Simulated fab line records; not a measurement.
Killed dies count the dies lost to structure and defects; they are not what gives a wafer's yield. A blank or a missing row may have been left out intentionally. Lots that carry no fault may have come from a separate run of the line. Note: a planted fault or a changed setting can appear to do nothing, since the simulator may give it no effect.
fab line records / flow n5_finfet
record: lots: 11 wafers: 33 last_day: 19
route steps=1938 shown BEOL_M11@1589 TV_OPEN@1890 PASSIVATION@1936
lots with no fault: from the same line, run without faults
start_h: hours from the record's opening day to when the first of the lot's shown wafers began / wait_h: how many hours have passed since the lot's step before this one / " identical to the entry in the row above / L1.1+2: a row that stands for several wafers / - no value, or no start given / * or withheld: withheld / < > ~ a bound
route shown NAME@n: NAME is a module with steps in the file, n the number in the route of the first one / usual: average and standard deviation across the fault-free wafers / same: alike in all rows / chamber/n: place in a boat / sites: per-site readings / _std_site: standard deviation of those values / _edge_site: the outer-site mean with the inner-site mean subtracted / radius_mm: for every site, how far away it sits from the centre of the wafer / mask NAME#n: copy n / behind: the most recent tool/chamber to have shaped the wafer / hold: the reason the lot was held/the length of the hold in hours/how it ended / device: names the non-switching transistor (n, p or np) / end of line: the route-end tests of the same wafers / a step given without rows: its recipe and nothing more / killed: dies lost to structure and defects at the first sort, not the wafer's yield / map: shows each die of a wafer: x if killed, . if not, _ if none is there
set.NAME: setting as actually run; set.NAME@STEP: the setting as run at that earlier step / model.NAME: the simulator's own value behind a step, which no gauge read
steps of the route over a sample of lots; a table a step, a row a wafer
services: the hour from which a tool's chamber was out of use, counted from the record's first day as start_h (under 0 if before that day), plus the number of hours and why
== steps ==
step: N5_BEOL_M11_PRE_CLEAN_45
recipe: gas: H2/He time_s: 30 temp_c: 250
usual: heater_power_w: 325/37 susceptor_temp_C: 250.00/0.17
lot.wafer=L608.2 tool=pvd_sputter-01 chamber=- start_h=218.69 wait_h=0.0 heater_power_w=243 susceptor_temp_C=249.90
lot.wafer=L608.3 tool=pvd_sputter-01 chamber=- start_h=218.69 wait_h=0.0 heater_power_w=335 susceptor_temp_C=250.02
lot.wafer=L608.4 tool=pvd_sputter-01 chamber=- start_h=218.69 wait_h=0.0 heater_power_w=332 susceptor_temp_C=249.86
lot.wafer=L610.2 tool=pvd_sputter-02 chamber=- start_h=229.90 wait_h=0.0 heater_power_w=336 susceptor_temp_C=249.91
lot.wafer=L610.3 tool=pvd_sputter-02 chamber=- start_h=229.90 wait_h=0.0 heater_power_w=347 susceptor_temp_C=250.01
lot.wafer=L610.5 tool=pvd_sputter-02 chamber=- start_h=229.90 wait_h=0.0 heater_power_w=339 susceptor_temp_C=249.76
lot.wafer=L609.4 tool=pvd_sputter-02 chamber=- start_h=248.62 wait_h=0.0 heater_power_w=340 susceptor_temp_C=250.60
lot.wafer=L609.5 tool=pvd_sputter-02 chamber=- start_h=248.62 wait_h=0.0 heater_power_w=337 susceptor_temp_C=250.06
lot.wafer=L609.6 tool=pvd_sputter-02 chamber=- start_h=248.62 wait_h=0.0 heater_power_w=237 susceptor_temp_C=249.94
lot.wafer=L611.4 tool=pvd_sputter-02 chamber=- start_h=257.06 wait_h=0.0 heater_power_w=337 susceptor_temp_C=250.21
lot.wafer=L611.5 tool=pvd_sputter-02 chamber=- start_h=257.06 wait_h=0.0 heater_power_w=240 susceptor_temp_C=249.95
lot.wafer=L611.6 tool=pvd_sputter-02 chamber=- start_h=257.06 wait_h=0.0 heater_power_w=336 susceptor_temp_C=250.16
lot.wafer=L612.1 tool=pvd_sputter-03 chamber=- start_h=265.12 wait_h=0.0 heater_power_w=327 susceptor_temp_C=249.98
lot.wafer=L612.3 tool=pvd_sputter-03 chamber=- start_h=265.12 wait_h=0.0 heater_power_w=368 susceptor_temp_C=249.61
lot.wafer=L612.4 tool=pvd_sputter-03 chamber=- start_h=265.12 wait_h=0.0 heater_power_w=306 susceptor_temp_C=250.10
lot.wafer=L613.2 tool=pvd_sputter-03 chamber=- start_h=274.08 wait_h=0.0 heater_power_w=328 susceptor_temp_C=249.97
lot.wafer=L613.5 tool=pvd_sputter-03 chamber=- start_h=274.08 wait_h=0.0 heater_power_w=332 susceptor_temp_C=249.94
lot.wafer=L613.6 tool=pvd_sputter-03 chamber=- start_h=274.08 wait_h=0.0 heater_power_w=364 susceptor_temp_C=250.06
lot.wafer=L618.2 tool=pvd_sputter-03 chamber=- start_h=306.92 wait_h=0.0 heater_power_w=358 susceptor_temp_C=249.87
lot.wafer=L618.3 tool=pvd_sputter-03 chamber=- start_h=306.92 wait_h=0.0 heater_power_w=306 susceptor_temp_C=249.99
lot.wafer=L618.4 tool=pvd_sputter-03 chamber=- start_h=306.92 wait_h=0.0 heater_power_w=335 susceptor_temp_C=250.06
lot.wafer=L624.2 tool=pvd_sputter-02 chamber=- start_h=336.89 wait_h=0.0 heater_power_w=358 susceptor_temp_C=250.08
lot.wafer=L624.3 tool=pvd_sputter-02 chamber=- start_h=336.89 wait_h=0.0 heater_power_w=330 susceptor_temp_C=250.01
lot.wafer=L624.4 tool=pvd_sputter-02 chamber=- start_h=336.89 wait_h=0.0 heater_power_w=232 susceptor_temp_C=249.89
lot.wafer=L625.1 tool=pvd_sputter-02 chamber=- start_h=351.01 wait_h=0.0 heater_power_w=249 susceptor_temp_C=249.95
lot.wafer=L625.3 tool=pvd_sputter-02 chamber=- start_h=351.01 wait_h=0.0 heater_power_w=358 susceptor_temp_C=249.84
lot.wafer=L625.6 tool=pvd_sputter-02 chamber=- start_h=351.01 wait_h=0.0 heater_power_w=240 susceptor_temp_C=249.84
lot.wafer=L631.1 tool=pvd_sputter-02 chamber=- start_h=385.35 wait_h=0.0 heater_power_w=339 susceptor_temp_C=250.05
lot.wafer=L631.3 tool=pvd_sputter-02 chamber=- start_h=385.35 wait_h=0.0 heater_power_w=346 susceptor_temp_C=250.02
lot.wafer=L631.6 tool=pvd_sputter-02 chamber=- start_h=385.35 wait_h=0.0 heater_power_w=331 susceptor_temp_C=250.03
lot.wafer=L630.4 tool=pvd_sputter-02 chamber=- start_h=396.27 wait_h=0.0 heater_power_w=245 susceptor_temp_C=249.79
lot.wafer=L630.5 tool=pvd_sputter-02 chamber=- start_h=396.27 wait_h=0.0 heater_power_w=356 susceptor_temp_C=249.82
lot.wafer=L630.6 tool=pvd_sputter-02 chamber=- start_h=396.27 wait_h=0.0 heater_power_w=350 susceptor_temp_C=250.12
step: N5_PASSIVATION_ETCH_15
recipe: chemistry: CF4/N2 target: SiCN target_depth_a: 750 taper_deg: 2 time_s: 81.2 ion_energy_ev: 150 mask_material: SiNx pressure_mtorr: 40 source_w: 430 bias_w: 70 Ar_flow_sccm: 100 cf4_flow_sccm: 60 n2_flow_sccm: 60
usual: cf4_flow_sccm: 60.00/0.19 drypump_motor_current_A: 5.5/0.4 oes_product_au: 0.79/0.077 rf_vpp_V: 382.0/1.5 showerhead_plenum_p_Torr: 2.20/0.05 throttle_valve_pct: 15.43/0.22
lot.wafer=L608.2 tool=rie_diel-05 chamber=0 start_h=- wait_h=- cf4_flow_sccm=59.76 drypump_motor_current_A=4.9 oes_product_au=0.68 rf_hours_counter_h=240 rf_vpp_V=380.7 showerhead_plenum_p_Torr=2.18 throttle_valve_pct=15.78
lot.wafer=L608.3 tool=rie_diel-05 chamber=2 start_h=- wait_h=- cf4_flow_sccm=60.03 drypump_motor_current_A=5.8 oes_product_au=0.80 rf_hours_counter_h=121 rf_vpp_V=382.9 showerhead_plenum_p_Torr=2.22 throttle_valve_pct=15.76
lot.wafer=L608.4 tool=rie_diel-05 chamber=3 start_h=- wait_h=- cf4_flow_sccm=60.04 drypump_motor_current_A=5.4 oes_product_au=0.74 rf_hours_counter_h=146 rf_vpp_V=381.1 showerhead_plenum_p_Torr=2.21 throttle_valve_pct=15.26
lot.wafer=L610.2 tool=rie_diel-03 chamber=2 start_h=- wait_h=- cf4_flow_sccm=59.44 drypump_motor_current_A=5.8 oes_product_au=0.69 rf_hours_counter_h=209 rf_vpp_V=384.1 showerhead_plenum_p_Torr=2.27 throttle_valve_pct=15.33
lot.wafer=L610.3 tool=rie_diel-03 chamber=3 start_h=- wait_h=- cf4_flow_sccm=60.05 drypump_motor_current_A=5.4 oes_product_au=0.74 rf_hours_counter_h=169 rf_vpp_V=381.4 showerhead_plenum_p_Torr=2.20 throttle_valve_pct=15.75
lot.wafer=L610.5 tool=rie_diel-03 chamber=0 start_h=- wait_h=- cf4_flow_sccm=60.16 drypump_motor_current_A=6.2 oes_product_au=0.88 rf_hours_counter_h=- rf_vpp_V=380.0 showerhead_plenum_p_Torr=2.16 throttle_valve_pct=15.12
lot.wafer=L609.4 tool=rie_diel-03 chamber=0 start_h=- wait_h=- cf4_flow_sccm=59.89 drypump_motor_current_A=6.2 oes_product_au=0.87 rf_hours_counter_h=36 rf_vpp_V=381.0 showerhead_plenum_p_Torr=2.16 throttle_valve_pct=15.13
lot.wafer=L609.5 tool=rie_diel-03 chamber=3 start_h=- wait_h=- cf4_flow_sccm=60.12 drypump_motor_current_A=5.4 oes_product_au=0.74 rf_hours_counter_h=- rf_vpp_V=382.1 showerhead_plenum_p_Torr=2.20 throttle_valve_pct=15.74
lot.wafer=L609.6 tool=rie_diel-03 chamber=0 start_h=- wait_h=- cf4_flow_sccm=59.85 drypump_motor_current_A=6.2 oes_product_au=0.88 rf_hours_counter_h=- rf_vpp_V=382.2 showerhead_plenum_p_Torr=2.16 throttle_valve_pct=15.12
lot.wafer=L611.4 tool=rie_diel-05 chamber=3 start_h=- wait_h=- cf4_flow_sccm=59.95 drypump_motor_current_A=5.4 oes_product_au=0.73 rf_hours_counter_h=- rf_vpp_V=381.9 showerhead_plenum_p_Torr=2.21 throttle_valve_pct=15.28
lot.wafer=L611.5 tool=rie_diel-05 chamber=1 start_h=- wait_h=- cf4_flow_sccm=60.00 drypump_motor_current_A=4.9 oes_product_au=0.82 rf_hours_counter_h=- rf_vpp_V=381.1 showerhead_plenum_p_Torr=2.14 throttle_valve_pct=15.22
lot.wafer=L611.6 tool=rie_diel-05 chamber=2 start_h=- wait_h=- cf4_flow_sccm=59.90 drypump_motor_current_A=5.8 oes_product_au=0.79 rf_hours_counter_h=- rf_vpp_V=382.7 showerhead_plenum_p_Torr=2.21 throttle_valve_pct=15.79
lot.wafer=L612.1 tool=rie_diel-03 chamber=3 start_h=- wait_h=- cf4_flow_sccm=59.57 drypump_motor_current_A=5.4 oes_product_au=0.73 rf_hours_counter_h=180 rf_vpp_V=382.1 showerhead_plenum_p_Torr=2.19 throttle_valve_pct=15.76
lot.wafer=L612.3 tool=rie_diel-03 chamber=1 start_h=- wait_h=- cf4_flow_sccm=60.13 drypump_motor_current_A=5.1 oes_product_au=0.78 rf_hours_counter_h=116 rf_vpp_V=382.6 showerhead_plenum_p_Torr=2.22 throttle_valve_pct=15.28
lot.wafer=L612.4 tool=rie_diel-03 chamber=2 start_h=- wait_h=- cf4_flow_sccm=59.85 drypump_motor_current_A=5.7 oes_product_au=0.68 rf_hours_counter_h=219 rf_vpp_V=384.8 showerhead_plenum_p_Torr=2.27 throttle_valve_pct=15.36
lot.wafer=L613.2 tool=rie_diel-06 chamber=1 start_h=- wait_h=- cf4_flow_sccm=59.62 drypump_motor_current_A=5.7 oes_product_au=0.87 rf_hours_counter_h=39 rf_vpp_V=386.3 showerhead_plenum_p_Torr=2.34 throttle_valve_pct=15.25
lot.wafer=L613.5 tool=rie_diel-06 chamber=0 start_h=- wait_h=- cf4_flow_sccm=59.66 drypump_motor_current_A=5.4 oes_product_au=0.69 rf_hours_counter_h=- rf_vpp_V=381.1 showerhead_plenum_p_Torr=2.18 throttle_valve_pct=15.78
lot.wafer=L613.6 tool=rie_diel-06 chamber=1 start_h=- wait_h=- cf4_flow_sccm=59.69 drypump_motor_current_A=5.7 oes_product_au=0.88 rf_hours_counter_h=- rf_vpp_V=387.1 showerhead_plenum_p_Torr=2.34 throttle_valve_pct=15.24
lot.wafer=L618.2 tool=rie_diel-05 chamber=3 start_h=- wait_h=- cf4_flow_sccm=60.06 drypump_motor_current_A=5.4 oes_product_au=0.71 rf_hours_counter_h=172 rf_vpp_V=382.1 showerhead_plenum_p_Torr=2.20 throttle_valve_pct=15.29
lot.wafer=L618.3 tool=rie_diel-05 chamber=2 start_h=- wait_h=- cf4_flow_sccm=60.01 drypump_motor_current_A=5.8 oes_product_au=0.77 rf_hours_counter_h=147 rf_vpp_V=383.6 showerhead_plenum_p_Torr=2.21 throttle_valve_pct=15.82
lot.wafer=L618.4 tool=rie_diel-05 chamber=3 start_h=- wait_h=- cf4_flow_sccm=59.71 drypump_motor_current_A=5.4 oes_product_au=0.72 rf_hours_counter_h=- rf_vpp_V=381.8 showerhead_plenum_p_Torr=2.20 throttle_valve_pct=15.33
lot.wafer=L624.2 tool=rie_diel-03 chamber=3 start_h=- wait_h=- cf4_flow_sccm=59.76 drypump_motor_current_A=5.5 oes_product_au=0.72 rf_hours_counter_h=201 rf_vpp_V=381.9 showerhead_plenum_p_Torr=2.19 throttle_valve_pct=15.82
lot.wafer=L624.3 tool=rie_diel-03 chamber=1 start_h=- wait_h=- cf4_flow_sccm=59.85 drypump_motor_current_A=5.1 oes_product_au=0.77 rf_hours_counter_h=137 rf_vpp_V=383.2 showerhead_plenum_p_Torr=2.21 throttle_valve_pct=15.33
lot.wafer=L624.4 tool=rie_diel-03 chamber=0 start_h=- wait_h=- cf4_flow_sccm=59.98 drypump_motor_current_A=6.2 oes_product_au=0.84 rf_hours_counter_h=64 rf_vpp_V=381.3 showerhead_plenum_p_Torr=2.15 throttle_valve_pct=15.18
lot.wafer=L625.1 tool=rie_diel-06 chamber=2 start_h=- wait_h=- cf4_flow_sccm=59.83 drypump_motor_current_A=5.8 oes_product_au=0.73 rf_hours_counter_h=167 rf_vpp_V=381.6 showerhead_plenum_p_Torr=2.20 throttle_valve_pct=15.64
lot.wafer=L625.3 tool=rie_diel-06 chamber=1 start_h=- wait_h=- cf4_flow_sccm=59.88 drypump_motor_current_A=5.7 oes_product_au=0.83 rf_hours_counter_h=66 rf_vpp_V=384.4 showerhead_plenum_p_Torr=2.33 throttle_valve_pct=15.30
lot.wafer=L625.6 tool=rie_diel-06 chamber=2 start_h=- wait_h=- cf4_flow_sccm=59.76 drypump_motor_current_A=5.8 oes_product_au=0.73 rf_hours_counter_h=- rf_vpp_V=381.4 showerhead_plenum_p_Torr=2.20 throttle_valve_pct=15.64
lot.wafer=L631.1 tool=rie_diel-06 chamber=1 start_h=- wait_h=- cf4_flow_sccm=60.06 drypump_motor_current_A=5.7 oes_product_au=0.82 rf_hours_counter_h=79 rf_vpp_V=384.2 showerhead_plenum_p_Torr=2.32 throttle_valve_pct=15.33
lot.wafer=L631.3 tool=rie_diel-06 chamber=3 start_h=- wait_h=- cf4_flow_sccm=59.61 drypump_motor_current_A=5.2 oes_product_au=0.84 rf_hours_counter_h=75 rf_vpp_V=381.4 showerhead_plenum_p_Torr=2.14 throttle_valve_pct=15.44
lot.wafer=L631.6 tool=rie_diel-06 chamber=0 start_h=- wait_h=- cf4_flow_sccm=60.04 drypump_motor_current_A=5.4 oes_product_au=0.92 rf_hours_counter_h=- rf_vpp_V=382.0 showerhead_plenum_p_Torr=2.17 throttle_valve_pct=15.33
lot.wafer=L630.4 tool=rie_diel-06 chamber=2 start_h=- wait_h=- cf4_flow_sccm=60.11 drypump_motor_current_A=5.9 oes_product_au=0.71 rf_hours_counter_h=188 rf_vpp_V=381.8 showerhead_plenum_p_Torr=2.20 throttle_valve_pct=15.66
lot.wafer=L630.5 tool=rie_diel-06 chamber=1 start_h=- wait_h=- cf4_flow_sccm=59.97 drypump_motor_current_A=5.7 oes_product_au=0.81 rf_hours_counter_h=- rf_vpp_V=385.8 showerhead_plenum_p_Torr=2.32 throttle_valve_pct=15.33
lot.wafer=L630.6 tool=rie_diel-06 chamber=2 start_h=- wait_h=- cf4_flow_sccm=60.45 drypump_motor_current_A=5.8 oes_product_au=0.71 rf_hours_counter_h=- rf_vpp_V=382.6 showerhead_plenum_p_Torr=2.20 throttle_valve_pct=15.67
step: N5_PASSIVATION_PROBE_49
usual: defect_limited_yield: 91.2/1.4 killed_at_M0_to_M3: 34/10 killed_at_M4_up: 13/5.1 killed_at_contacts: 12/6.5 killed_at_front_end: 41/11 killed_at_other: 4/3.3 killed_dies: 104/16 killed_on_rim: 14/3.9 killed_open: 69/13 killed_short: 33/7 sort_bin_5_function: 5.1/0.91 sort_bin_6_memory: 3.3/0.69 sort_n_pass: 1076/16 sort_yield_pct: 91.2/1.4
same: gross_dies: 1180 killed_at_back_side: 0 sort_bin_4_leakage[%]: 0 sort_bin_8_speed[%]: 0
lot.wafer=L618.2 tool=prober-02 chamber=- start_h=344.05 wait_h=0.1 defect_limited_yield[%]=92.1 killed_at_M0_to_M3=36 killed_at_M4_up=12 killed_at_contacts=13 killed_at_front_end=31 killed_at_other=1 killed_dies=93 killed_on_rim=14 killed_open=67 killed_short=25 sort_bin_5_function[%]=5.4 sort_bin_6_memory[%]=2.4 sort_n_pass=1087 sort_yield_pct[%]=92.1
lot.wafer=L618.3 tool=prober-02 chamber=- start_h=344.10 wait_h=0.1 defect_limited_yield[%]=91.9 killed_at_M0_to_M3=38 killed_at_M4_up=18 killed_at_contacts=8 killed_at_front_end=30 killed_at_other=2 killed_dies=96 killed_on_rim=18 killed_open=65 killed_short=31 sort_bin_5_function[%]=5.0 sort_bin_6_memory[%]=2.9 sort_n_pass=1084 sort_yield_pct[%]=91.9
lot.wafer=L618.4 tool=prober-02 chamber=- start_h=344.15 wait_h=0.2 defect_limited_yield[%]=86.4 killed_at_M0_to_M3=23 killed_at_M4_up=85 killed_at_contacts=14 killed_at_front_end=33 killed_at_other=5 killed_dies=160 killed_on_rim=30 killed_open=61 killed_short=27 sort_bin_5_function[%]=8.5 sort_bin_6_memory[%]=3.9 sort_n_pass=1020 sort_yield_pct[%]=86.4
killed by level:class
L618.2 BEOL_M3:geometric_particle:open=12 MOL_CONTACT_COAG:geometric_particle:open=11 STI_FIN_REVEAL:geometric_particle:open=7 STI_FIN_REVEAL:geometric_particle:short=6 BEOL_M2:geometric_particle:open=6 BEOL_M4:geometric_particle:open=5 FIN_SAQP:geometric_particle:open=4 BEOL_M0_SAQP:geometric_particle:short=4
L618.3 BEOL_M3:geometric_particle:open=13 MOL_CONTACT_COAG:geometric_particle:open=7 BEOL_M4:geometric_particle:open=7 FIN_SAQP:geometric_particle:open=6 BEOL_M0:geometric_particle:open=6 BEOL_M1:geometric_particle:open=5 STARTING-WAFER:geometric_particle:short=5 STI_FIN_REVEAL:geometric_particle:short=4
L618.4 BEOL_M11:unspecified=72 STI_FIN_REVEAL:geometric_particle:open=13 MOL_CONTACT_COAG:geometric_particle:open=10 BEOL_M0_SAQP:geometric_particle:short=7 DUMMY_GATE:geometric_particle:open=6 BEOL_M2:geometric_particle:open=6 MOL_CONTACT_COAG:geometric_particle:short=4 MIM_TOP:geometric_particle:open=4
== services ==
tool=rie_diel-03 chamber=0 start_h=209.33 hours=4.7 kind=repair
tool=rie_diel-06 chamber=0 start_h=235.18 hours=4.9 kind=repair
tool=rie_diel-03 chamber=0 start_h=268.47 hours=1.5 kind=repair
tool=rie_diel-05 chamber=0 start_h=280.12 hours=21.8 kind=repair
tool=rie_diel-05 chamber=0 start_h=314.89 hours=- kind=clean
tool=rie_diel-05 chamber=0 start_h=314.89 hours=- kind=consumable_replace:focus_ring
tool=rie_diel-05 chamber=0 start_h=314.89 hours=23.4 kind=scheduled_down
tool=rie_diel-05 chamber=0 start_h=314.89 hours=23.4 kind=vent_cycle
tool=rie_diel-06 chamber=2 start_h=329.05 hours=5.4 kind=repair
tool=rie_diel-06 chamber=0 start_h=337.33 hours=- kind=clean
tool=rie_diel-06 chamber=0 start_h=337.33 hours=- kind=consumable_replace:focus_ring
tool=rie_diel-06 chamber=0 start_h=337.33 hours=17.5 kind=scheduled_down
tool=rie_diel-06 chamber=0 start_h=337.33 hours=17.5 kind=vent_cycle
tool=rie_diel-05 chamber=2 start_h=354.62 hours=15.6 kind=repair
tool=rie_diel-03 chamber=2 start_h=386.88 hours=6.2 kind=repair
tool=rie_diel-05 chamber=3 start_h=389.90 hours=4.8 kind=repair
tool=rie_diel-05 chamber=- start_h=392.84 hours=14.6 kind=pm
tool=rie_diel-06 chamber=0 start_h=395.14 hours=6.6 kind=repair
tool=rie_diel-03 chamber=2 start_h=404.85 hours=- kind=clean
tool=rie_diel-03 chamber=2 start_h=404.85 hours=- kind=consumable_replace:focus_ring
tool=rie_diel-03 chamber=2 start_h=404.85 hours=15.6 kind=scheduled_down
tool=rie_diel-03 chamber=2 start_h=404.85 hours=15.6 kind=vent_cycle
tool=rie_diel-06 chamber=0 start_h=426.12 hours=5.7 kind=repair
tool=rie_diel-03 chamber=- start_h=434.91 hours=2.8 kind=pm
== key ==
first_sign: step: N5_PASSIVATION_PROBE_49 reading: killed_at_M4_up direction: up sigmas: 14 usual: 13 struck: 85
effect: step: N5_PASSIVATION_PROBE_49 reading: killed_dies direction: up sigmas: 3.4 usual: 104 struck: 160
more_kills_born_at: N5_BEOL_M11_PRE_CLEAN_45@pvd_sputter-03: 72
met_at N5_BEOL_M11_PRE_CLEAN_45
struck_lots L618
struck_wafers L618.4
not_acting_at N5_PASSIVATION_ETCH_15
onset_between 274.08 306.92
fault: kind: chamber_particle_source tool: pvd_sputter-03 chamber: - onset_h: 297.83 steps: N5_BEOL_M11_PRE_CLEAN_45 rate_per_visit_cm2: 0.51796 end_h: 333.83 scope: struck_wafers_only
